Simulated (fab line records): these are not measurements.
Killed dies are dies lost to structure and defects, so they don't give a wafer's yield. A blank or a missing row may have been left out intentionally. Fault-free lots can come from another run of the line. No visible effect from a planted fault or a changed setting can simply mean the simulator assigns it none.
fab line records	flow n5_finfet	part 1 of 2: steps 1 to 14 of 27
record lots=5	wafers=15	last_day=18
route steps=1938 shown BEOL_M9@1435
lots with no fault: from the same line, run without faults
start_h: hours from the record's opening day to when the first of the lot's shown wafers began	wait_h: time in hours since the lot's previous step	" same as the row above	L1.1+2: one row covering several wafers at once	- no value, or no start given	* or withheld: withheld	< > ~ a bound
route shown NAME@n: NAME is a module with steps in the file, n the number in the route of the first one	usual: average and standard deviation across the fault-free wafers	same: alike in all rows	chamber/n: place in a boat	sites: each site's reading	_std_site: standard deviation of those values	_edge_site: mean of outer sites minus mean of inner sites	radius_mm: for every site, how far away it sits from the centre of the wafer	mask NAME#n: copy n	behind: the most recent tool/chamber to have shaped the wafer	hold: cause of the lot's hold/its duration in hours/its outcome	device: transistor that didn't switch, given as n, p or np	end of line: the tests these same wafers got at the end of their route	where a step has no rows: the recipe by itself	killed: dies lost to structure and defects at the first sort, not the wafer's yield	map: shows each die of a wafer: x if killed, . if not, _ if none is there
set.NAME: the setting the step ran with; set.NAME@STEP: the setting that earlier step ran with	model.NAME: the simulator's own value behind a step, which no gauge read
lots seen at some steps along the route; tables by step, rows by wafer
services: a tool's chamber out of use, with start hour (start_h, from the record's first day; less than 0 if before it), hours out, and reason
## steps
# step N5_BEOL_M9_OVL_MEAS_29
# recipe points_per_wafer=522
# usual V8_OVL=0.4/0.86
# same points_per_wafer=522
lot.wafer	tool	chamber	start_h	wait_h	V8_OVL[nm]
L075.1	overlay-01	0	243.69	0.0	1.9
L075.3	"	0	"	"	1.4
L075.5	"	0	"	"	1.2
L082.3	overlay-02	0	265.81	0.0	0.7
L082.5	"	0	"	"	0.4
L082.6	"	0	"	"	-0.5
L095.1	overlay-01	0	364.84	0.0	0.4
L095.5	"	0	"	"	0.6
L095.6	"	0	"	"	0.2
L096.1	overlay-02	0	374.03	0.0	-0.9
L096.5	"	0	"	"	-0.6
L096.6	"	0	"	"	-1.5
L097.1	overlay-02	0	374.20	0.0	0.0
L097.3	"	0	"	"	-0.5
L097.6	"	0	"	"	1.3
# step N5_BEOL_M9_INSPECT_30
# recipe mode=adi	inspect_instrument=brightfield
# usual raw_defect_count=412/90
lot.wafer	tool	chamber	start_h	wait_h	raw_defect_count
L075.1	defect_inspect-01	-	243.75	0.1	301
L075.3	"	-	"	"	365
L075.5	"	-	"	"	347
L082.3	defect_inspect-02	-	265.86	0.0	405
L082.5	"	-	"	"	540
L082.6	"	-	"	"	425
L095.1	defect_inspect-01	-	364.90	0.1	472
L095.5	"	-	"	"	348
L095.6	"	-	"	"	412
L096.1	defect_inspect-01	-	374.09	0.1	291
L096.5	"	-	"	"	466
L096.6	"	-	"	"	331
L097.1	defect_inspect-02	-	374.26	0.1	330
L097.3	"	-	"	"	377
L097.6	"	-	"	"	362
# step N5_BEOL_M9_DESCUM_33
# recipe chemistry=O2	time_s=7	source_power_w=50	bias_power_w=20	pressure_mtorr=20	rf_frequency_hz=2.712e+07	temp_c=40	resist=CAR-EUV	o2_flow_sccm=225
# usual bias_power_w=19.99/0.057	drypump_motor_current_A=5.8/0.33	oes_product_au=0.81/0.087	rf_fwd_power_W=49.28/0.27	rf_vpp_V=243.7/1.4	showerhead_plenum_p_Torr=2.13/0.077	throttle_valve_pct=20.43/0.23
lot.wafer	tool	chamber	start_h	wait_h	bias_power_w	drypump_motor_current_A	oes_product_au	rf_fwd_power_W	rf_hours_counter_h	rf_vpp_V	showerhead_plenum_p_Torr	throttle_valve_pct
L075.1	rie_diel-04	1	243.78	0.0	20.02	5.8	0.66	49.45	265	240.7	2.04	20.60
L075.3	"	2	"	"	20.05	5.3	0.76	49.06	133	244.7	2.21	20.70
L075.5	"	3	"	"	19.96	5.4	0.82	48.75	-	244.8	2.12	20.18
L082.3	rie_diel-06	2	265.89	0.0	20.07	5.9	0.73	49.50	160	243.8	2.20	20.32
L082.5	"	0	"	"	19.93	5.9	0.86	49.56	-	243.6	2.14	20.18
L082.6	"	3	"	"	19.99	5.9	0.81	49.57	-	241.5	2.02	20.78
L095.1	rie_diel-02	3	365.08	0.2	20.06	5.9	0.82	49.42	95	241.9	2.13	20.48
L095.5	"	0	"	"	19.99	6.6	0.92	49.21	-	245.3	2.21	20.09
L095.6	"	1	"	"	20.05	5.9	0.70	49.17	-	244.5	2.07	20.73
L096.1	rie_diel-04	2	374.13	0.0	20.07	5.4	0.73	49.38	170	243.7	2.20	20.76
L096.5	"	2	"	"	20.06	5.4	0.72	49.37	-	243.8	2.20	20.75
L096.6	"	3	"	"	19.97	5.4	0.77	48.81	-	241.6	2.11	20.22
L097.1	rie_diel-06	1	374.29	0.0	20.03	5.9	0.87	49.12	50	244.1	2.19	20.23
L097.3	"	3	"	"	19.97	5.9	0.77	49.53	125	242.1	2.01	20.82
L097.6	"	2	"	"	19.93	5.9	0.71	49.59	-	244.5	2.19	20.37
# step N5_BEOL_M9_ETCH_76
# recipe chemistry=N2/H2	target=underlayer	target_depth_a=65	mask_material=CAR-EUV	time_s=5.2	ion_energy_ev=200	pressure_mtorr=30	source_w=840	bias_w=150	n2_flow_sccm=200	h2_flow_sccm=200	ends=cleared
# usual drypump_motor_current_A=5.8/0.33	etch_rf_on_time_s=5.21/0.18	oes_product_au=0.69/0.077	rf_fwd_power_W=819.3/2.4	rf_vpp_V=525.0/2.7	showerhead_plenum_p_Torr=2.59/0.086	throttle_valve_pct=17.88/0.26
lot.wafer	tool	chamber	start_h	wait_h	drypump_motor_current_A	etch_rf_on_time_s	oes_product_au	rf_fwd_power_W	rf_hours_counter_h	rf_vpp_V	showerhead_plenum_p_Torr	throttle_valve_pct
L075.1	rie_diel-04	1	243.82	0.0	5.8	5.18	0.57	821.1	265	524.2	2.51	18.21
L075.3	"	2	"	"	5.4	5.14	0.65	820.2	133	526.9	2.67	17.96
L075.5	"	3	"	"	5.4	4.93	0.72	819.0	-	524.9	2.58	17.71
L082.3	rie_diel-06	2	265.92	0.0	5.9	5.48	0.61	815.6	160	525.2	2.65	17.69
L082.5	"	0	"	"	5.8	5.00	0.73	816.3	-	525.6	2.58	17.41
L082.6	"	3	"	"	5.9	5.37	0.69	817.8	-	524.1	2.46	18.32
L095.1	rie_diel-02	3	365.12	0.0	5.9	5.34	0.69	819.4	95	523.2	2.57	17.86
L095.5	"	0	"	"	6.5	5.08	0.78	820.8	-	528.3	2.69	17.69
L095.6	"	1	"	"	5.9	5.40	0.59	821.6	-	524.8	2.52	18.27
L096.1	rie_diel-04	2	374.16	0.0	5.4	5.17	0.63	818.7	170	526.0	2.65	17.99
L096.5	"	2	"	"	5.4	5.19	0.63	818.2	-	525.7	2.65	18.01
L096.6	"	3	"	"	5.4	4.91	0.68	821.3	-	525.1	2.57	17.79
L097.1	rie_diel-06	1	374.33	0.0	5.9	5.20	0.76	818.7	50	527.6	2.68	17.76
L097.3	"	3	"	"	5.9	5.24	0.66	822.6	125	522.2	2.45	18.38
L097.6	"	2	"	"	5.9	5.51	0.58	816.8	-	526.4	2.63	17.73
# step N5_BEOL_M9_ETCH_65
# recipe chemistry=CF4	target=SiARC	target_depth_a=156	mask_material=CAR-EUV	time_s=26	ion_energy_ev=80	pressure_mtorr=40	source_w=545	bias_w=36	Ar_flow_sccm=100	cf4_flow_sccm=100	ends=cleared
# usual drypump_motor_current_A=5.8/0.33	etch_rf_on_time_s=26.3/0.84	oes_product_au=0.69/0.076	rf_fwd_power_W=532.6/2.5	rf_vpp_V=184.4/1.1	showerhead_plenum_p_Torr=2.18/0.07	throttle_valve_pct=15.58/0.21
lot.wafer	tool	chamber	start_h	wait_h	drypump_motor_current_A	etch_rf_on_time_s	oes_product_au	rf_fwd_power_W	rf_hours_counter_h	rf_vpp_V	showerhead_plenum_p_Torr	throttle_valve_pct
L075.1	rie_diel-04	1	243.83	0.0	5.8	26.2	0.57	534.0	265	185.1	2.11	15.94
L075.3	"	2	"	"	5.3	25.7	0.66	532.0	133	185.1	2.25	15.78
L075.5	"	3	"	"	5.4	24.6	0.72	534.5	-	184.3	2.18	15.35
L082.3	rie_diel-06	2	265.94	0.0	5.9	27.4	0.61	540.8	160	184.4	2.22	15.38
L082.5	"	0	"	"	5.9	25.0	0.74	530.8	-	184.5	2.19	15.32
L082.6	"	3	"	"	5.9	26.8	0.69	535.5	-	183.0	2.07	15.84
L095.1	rie_diel-02	3	365.13	0.0	5.9	26.6	0.69	532.0	95	185.0	2.17	15.63
L095.5	"	0	"	"	6.5	25.3	0.79	528.5	-	186.0	2.27	15.39
L095.6	"	1	"	"	5.9	27.0	0.60	530.1	-	184.8	2.12	15.92
L096.1	rie_diel-04	2	374.18	0.0	5.4	26.1	0.62	531.1	170	185.1	2.24	15.84
L096.5	"	2	"	"	5.4	26.1	0.62	532.4	-	186.2	2.24	15.84
L096.6	"	3	"	"	5.4	25.0	0.68	531.8	-	184.1	2.16	15.41
L097.1	rie_diel-06	1	374.34	0.0	6.0	26.1	0.76	530.0	50	184.4	2.26	15.49
L097.3	"	3	"	"	5.9	26.7	0.66	535.1	125	182.7	2.06	15.90
L097.6	"	2	"	"	6.0	27.2	0.59	536.1	-	186.0	2.21	15.43
# step N5_BEOL_M9_ETCH_66
# recipe chemistry=N2/H2	target=SOC	target_depth_a=800	overetch_a=160	mask_material=SiARC	temp_c=40	time_s=120	ion_energy_ev=200	pressure_mtorr=30	source_w=840	bias_w=150	n2_flow_sccm=200	h2_flow_sccm=200
# usual drypump_motor_current_A=5.8/0.33	oes_product_au=0.62/0.063	rf_fwd_power_W=835/3.1	rf_vpp_V=524.9/2.5	showerhead_plenum_p_Torr=2.59/0.086	throttle_valve_pct=17.83/0.26
lot.wafer	tool	chamber	start_h	wait_h	drypump_motor_current_A	oes_product_au	rf_fwd_power_W	rf_hours_counter_h	rf_vpp_V	showerhead_plenum_p_Torr	throttle_valve_pct
L075.1	rie_diel-04	1	243.86	0.0	5.7	0.51	828	265	520.8	2.51	18.16
L075.3	"	2	"	"	5.4	0.59	837	133	525.9	2.67	17.91
L075.5	"	3	"	"	5.4	0.62	837	-	524.6	2.58	17.68
L082.3	rie_diel-06	2	265.97	0.0	6.0	0.56	832	160	525.4	2.65	17.64
L082.5	"	0	"	"	5.9	0.65	837	-	523.6	2.58	17.38
L082.6	"	3	"	"	5.9	0.62	837	-	522.2	2.47	18.30
L095.1	rie_diel-02	3	365.16	0.0	5.9	0.63	836	95	524.4	2.57	17.83
L095.5	"	0	"	"	6.6	0.70	835	-	526.7	2.69	17.64
L095.6	"	1	"	"	5.9	0.55	831	-	522.2	2.52	18.22
L096.1	rie_diel-04	2	374.20	0.0	5.4	0.56	832	170	523.5	2.65	17.97
L096.5	"	2	"	"	5.4	0.56	834	-	527.7	2.65	17.97
L096.6	"	3	"	"	5.4	0.59	835	-	523.0	2.57	17.73
L097.1	rie_diel-06	1	374.37	0.0	6.0	0.68	835	50	528.4	2.68	17.72
L097.3	"	3	"	"	5.9	0.60	835	125	522.8	2.45	18.34
L097.6	"	2	"	"	5.9	0.55	840	-	525.7	2.63	17.68
# step N5_BEOL_M9_STRIP_69
# recipe chemistry=N2/H2	temp_c=40	n2_flow_sccm=200	h2_flow_sccm=200	rf_frequency_hz=6e+07
lot.wafer	tool	chamber	start_h	wait_h
L075.1+3+5	rie_diel-04	1,2,3	243.94	0.0
L082.3+5+6	rie_diel-06	2,0,3	266.05	0.0
L095.1+5+6	rie_diel-02	3,0,1	365.24	0.0
L096.1+5+6	rie_diel-04	2,2,3	374.29	0.0
L097.1+3+6	rie_diel-06	1,3,2	374.45	0.0
# step N5_BEOL_M9_STRIP_77
# recipe chemistry=N2/H2	temp_c=40	n2_flow_sccm=200	h2_flow_sccm=200	rf_frequency_hz=6e+07
lot.wafer	tool	chamber	start_h	wait_h
L075.1+3+5	rie_diel-04	1,2,3	243.95	0.0
L082.3+5+6	rie_diel-06	2,0,3	266.06	0.0
L095.1+5+6	rie_diel-02	3,0,1	365.25	0.0
L096.1+5+6	rie_diel-04	2,2,3	374.30	0.0
L097.1+3+6	rie_diel-06	1,3,2	374.46	0.0
# step N5_BEOL_M9_VIA_ETCH_34
# recipe chemistry=C4F6/O2	target=SiCOH_lowk	target_depth_a=1824	mask_material=SOC	taper_deg=4	time_s=68.4	ion_energy_ev=250	pressure_mtorr=30	source_w=345	bias_w=185	Ar_flow_sccm=300	C4F6_flow_sccm=10	O2_flow_sccm=10
# usual drypump_motor_current_A=5.8/0.33	oes_product_au=0.81/0.089	rf_fwd_power_W=341.6/1.4	rf_vpp_V=670/12	showerhead_plenum_p_Torr=2.90/0.088	throttle_valve_pct=20.91/0.24
lot.wafer	tool	chamber	start_h	wait_h	drypump_motor_current_A	oes_product_au	rf_fwd_power_W	rf_hours_counter_h	rf_vpp_V	showerhead_plenum_p_Torr	throttle_valve_pct
L075.1	rie_diel-04	1	243.96	0.0	5.8	0.66	342.2	265	650	2.82	21.24
L075.3	"	2	"	"	5.4	0.77	341.7	133	689	2.99	21.09
L075.5	"	3	"	"	5.4	0.83	340.2	-	665	2.90	20.74
L082.3	rie_diel-06	2	266.07	0.0	5.9	0.71	343.6	160	667	2.94	20.57
L082.5	"	0	"	"	5.9	0.86	341.8	-	662	2.90	20.61
L082.6	"	3	"	"	5.9	0.81	341.3	-	674	2.77	21.32
L095.1	rie_diel-02	3	365.26	0.0	5.9	0.81	341.4	95	644	2.89	20.98
L095.5	"	0	"	"	6.5	0.92	341.4	-	678	3.02	20.73
L095.6	"	1	"	"	5.9	0.70	339.5	-	673	2.82	21.23
L096.1	rie_diel-04	2	374.31	0.0	5.4	0.73	342.2	171	689	2.97	21.16
L096.5	"	2	"	"	5.4	0.74	340.5	-	691	2.97	21.15
L096.6	"	3	"	"	5.4	0.78	340.9	-	664	2.88	20.80
L097.1	rie_diel-06	1	374.47	0.0	5.9	0.89	339.1	50	676	3.00	20.81
L097.3	"	3	"	"	5.9	0.78	342.9	125	674	2.75	21.37
L097.6	"	2	"	"	5.9	0.69	344.7	-	668	2.93	20.62
# step N5_BEOL_M9_STRIP_73
# recipe chemistry=C4F6/O2	resist=SiARC	rf_frequency_hz=6e+07
lot.wafer	tool	chamber	start_h	wait_h
L075.1+3+5	rie_diel-04	1,2,3	244.02	0.0
L082.3+5+6	rie_diel-06	2,0,3	266.12	0.0
L095.1+5+6	rie_diel-02	3,0,1	365.31	0.0
L096.1+5+6	rie_diel-04	2,2,3	374.36	0.0
L097.1+3+6	rie_diel-06	1,3,2	374.52	0.0
# step N5_BEOL_M9_STRIP_36
# recipe chemistry=N2/H2	power_w=450	temp_c=40	pressure_mtorr=20	rf_frequency_hz=6e+07	overash_fraction=0.3	bias_power_w=7	h2_frac=0.5	n2_flow_sccm=200	h2_flow_sccm=200
# usual bias_power_w=7.000/0.021	drypump_motor_current_A=5.8/0.33	oes_product_au=0.81/0.086	rf_vpp_V=59.3/1.5	showerhead_plenum_p_Torr=2.58/0.086	throttle_valve_pct=23.7/0.33
lot.wafer	tool	chamber	start_h	wait_h	bias_power_w	drypump_motor_current_A	oes_product_au	rf_hours_counter_h	rf_vpp_V	showerhead_plenum_p_Torr	throttle_valve_pct
L075.1	rie_diel-04	1	244.03	0.0	6.983	5.7	0.65	265	59.2	2.50	24.1
L075.3	"	2	"	"	6.997	5.4	0.78	133	59.1	2.67	23.7
L075.5	"	3	"	"	7.013	5.4	0.82	-	58.9	2.58	23.7
L082.3	rie_diel-06	2	266.13	0.0	7.014	6.0	0.72	160	60.3	2.64	23.4
L082.5	"	0	"	"	7.006	5.9	0.85	-	57.3	2.58	23.1
L082.6	"	3	"	"	7.031	5.9	0.80	-	58.2	2.46	24.3
L095.1	rie_diel-02	3	365.32	0.0	6.986	5.9	0.82	95	60.8	2.57	23.6
L095.5	"	0	"	"	7.009	6.5	0.94	-	57.6	2.69	23.6
L095.6	"	1	"	"	7.016	5.9	0.70	-	57.8	2.51	24.2
L096.1	rie_diel-04	2	374.37	0.0	6.968	5.4	0.72	171	59.5	2.65	23.8
L096.5	"	2	"	"	6.983	5.4	0.72	-	62.6	2.65	23.8
L096.6	"	3	"	"	6.994	5.4	0.77	-	60.0	2.56	23.7
L097.1	rie_diel-06	1	374.53	0.0	7.047	6.0	0.86	50	60.0	2.68	23.7
L097.3	"	3	"	"	7.015	5.9	0.78	125	59.1	2.45	24.4
L097.6	"	2	"	"	6.999	5.9	0.71	-	60.4	2.63	23.5
# step N5_BEOL_M9_TRENCH_ETCH_37
# recipe chemistry=C4F6/O2	target_depth_a=1514.3	target=SiCOH_lowk	time_s=49	ion_energy_ev=250	pressure_mtorr=30	source_w=345	bias_w=185	Ar_flow_sccm=300	C4F6_flow_sccm=10	O2_flow_sccm=10
# usual drypump_motor_current_A=5.8/0.33	oes_product_au=0.81/0.089	rf_fwd_power_W=340.9/1.7	rf_vpp_V=670/12	showerhead_plenum_p_Torr=2.90/0.088	throttle_valve_pct=20.93/0.24
lot.wafer	tool	chamber	start_h	wait_h	drypump_motor_current_A	oes_product_au	rf_fwd_power_W	rf_hours_counter_h	rf_vpp_V	showerhead_plenum_p_Torr	throttle_valve_pct
L075.1	rie_diel-04	1	-	-	5.8	0.65	343.7	265	650	2.82	21.28
L075.3	"	2	"	"	5.4	0.76	340.4	133	688	2.99	21.10
L075.5	"	3	"	"	5.4	0.83	340.7	-	664	2.90	20.76
L082.3	rie_diel-06	2	-	-	5.9	0.70	345.6	160	668	2.94	20.59
L082.5	"	0	"	"	5.9	0.84	341.9	-	663	2.90	20.65
L082.6	"	3	"	"	5.8	0.79	344.9	-	674	2.77	21.34
L095.1	rie_diel-02	3	-	-	5.9	0.81	341.2	95	642	2.89	21.03
L095.5	"	0	"	"	6.5	0.93	341.4	-	677	3.02	20.76
L095.6	"	1	"	"	5.9	0.70	341.0	-	673	2.82	21.25
L096.1	rie_diel-04	2	-	-	5.4	0.74	341.8	171	689	2.97	21.16
L096.5	"	2	"	"	5.4	0.74	339.4	-	690	2.97	21.16
L096.6	"	3	"	"	5.4	0.78	337.7	-	664	2.88	20.81
L097.1	rie_diel-06	1	-	-	6.0	0.88	339.5	50	676	2.99	20.80
L097.3	"	3	"	"	5.9	0.78	342.4	125	673	2.75	21.40
L097.6	"	2	"	"	5.9	0.69	343.0	-	666	2.93	20.67
# step N5_BEOL_M9_ETCH_41
# recipe chemistry=CH3F/O2	target=SiCN	target_depth_a=366	taper_deg=2	time_s=70.1	ion_energy_ev=120	mask_material=TiN	pressure_mtorr=30	source_w=395	bias_w=75	Ar_flow_sccm=150	CH3F_flow_sccm=30	O2_flow_sccm=20
# usual drypump_motor_current_A=5.8/0.33	oes_product_au=0.81/0.089	rf_fwd_power_W=391.2/1.6	rf_vpp_V=297.9/1.6	showerhead_plenum_p_Torr=2.04/0.066	throttle_valve_pct=16.30/0.22
lot.wafer	tool	chamber	start_h	wait_h	drypump_motor_current_A	oes_product_au	rf_fwd_power_W	rf_hours_counter_h	rf_vpp_V	showerhead_plenum_p_Torr	throttle_valve_pct
L075.1	rie_diel-04	1	-	-	5.8	0.66	391.9	266	297.4	1.97	16.65
L075.3	"	2	"	"	5.4	0.77	393.0	133	297.3	2.10	16.48
L075.5	"	3	"	"	5.4	0.82	389.2	-	298.3	2.04	16.09
L082.3	rie_diel-06	2	-	-	5.9	0.72	390.6	160	299.1	2.08	16.10
L082.5	"	0	"	"	5.9	0.86	390.0	-	298.5	2.04	16.02
L082.6	"	3	"	"	5.9	0.81	392.3	-	295.5	1.94	16.65
L095.1	rie_diel-02	3	-	-	5.9	0.81	391.5	95	297.2	2.03	16.38
L095.5	"	0	"	"	6.6	0.92	388.7	-	300.7	2.13	16.09
L095.6	"	1	"	"	5.9	0.70	391.7	-	295.7	1.98	16.63
L096.1	rie_diel-04	2	-	-	5.4	0.74	389.5	171	297.1	2.09	16.55
L096.5	"	2	"	"	5.4	0.73	390.1	-	299.0	2.09	16.53
L096.6	"	3	"	"	5.4	0.78	390.3	-	296.6	2.02	16.15
L097.1	rie_diel-06	1	-	-	6.0	0.89	389.9	50	300.6	2.11	16.17
L097.3	"	3	"	"	5.8	0.79	392.1	125	295.9	1.93	16.71
L097.6	"	2	"	"	5.9	0.69	394.0	-	298.6	2.07	16.14
# step N5_BEOL_M9_STRIP_80
# recipe chemistry=N2/H2	time_s=10	power_w=450	temp_c=40	pressure_mtorr=20	rf_frequency_hz=6e+07	bias_power_w=7	n2_flow_sccm=200	h2_flow_sccm=200
# usual bias_power_w=6.998/0.018	drypump_motor_current_A=5.8/0.33	oes_product_au=0.81/0.087	rf_vpp_V=59.3/0.92	showerhead_plenum_p_Torr=2.58/0.086	throttle_valve_pct=23.7/0.33
lot.wafer	tool	chamber	start_h	wait_h	bias_power_w	drypump_motor_current_A	oes_product_au	rf_hours_counter_h	rf_vpp_V	showerhead_plenum_p_Torr	throttle_valve_pct
L075.1	rie_diel-04	1	-	-	6.995	5.8	0.65	266	59.1	2.50	24.1
L075.3	"	2	"	"	6.984	5.4	0.76	133	58.4	2.67	23.7
L075.5	"	3	"	"	7.019	5.4	0.82	-	58.9	2.58	23.7
L082.3	rie_diel-06	2	-	-	7.000	6.0	0.72	160	61.0	2.64	23.4
L082.5	"	0	"	"	7.029	5.9	0.86	-	59.9	2.58	23.1
L082.6	"	3	"	"	6.985	5.9	0.81	-	60.2	2.46	24.4
L095.1	rie_diel-02	3	-	-	6.986	5.9	0.82	95	59.5	2.57	23.6
L095.5	"	0	"	"	6.985	6.6	0.93	-	59.3	2.69	23.6
L095.6	"	1	"	"	7.018	5.9	0.70	-	60.2	2.51	24.2
L096.1	rie_diel-04	2	-	-	7.001	5.4	0.73	171	60.0	2.65	23.8
L096.5	"	2	"	"	6.993	5.4	0.73	-	61.3	2.65	23.8
L096.6	"	3	"	"	7.006	5.4	0.77	-	59.2	2.56	23.7
L097.1	rie_diel-06	1	-	-	7.004	6.0	0.88	50	58.9	2.68	23.7
L097.3	"	3	"	"	6.972	5.9	0.79	125	59.2	2.45	24.4
L097.6	"	2	"	"	6.957	6.0	0.71	-	58.7	2.63	23.5
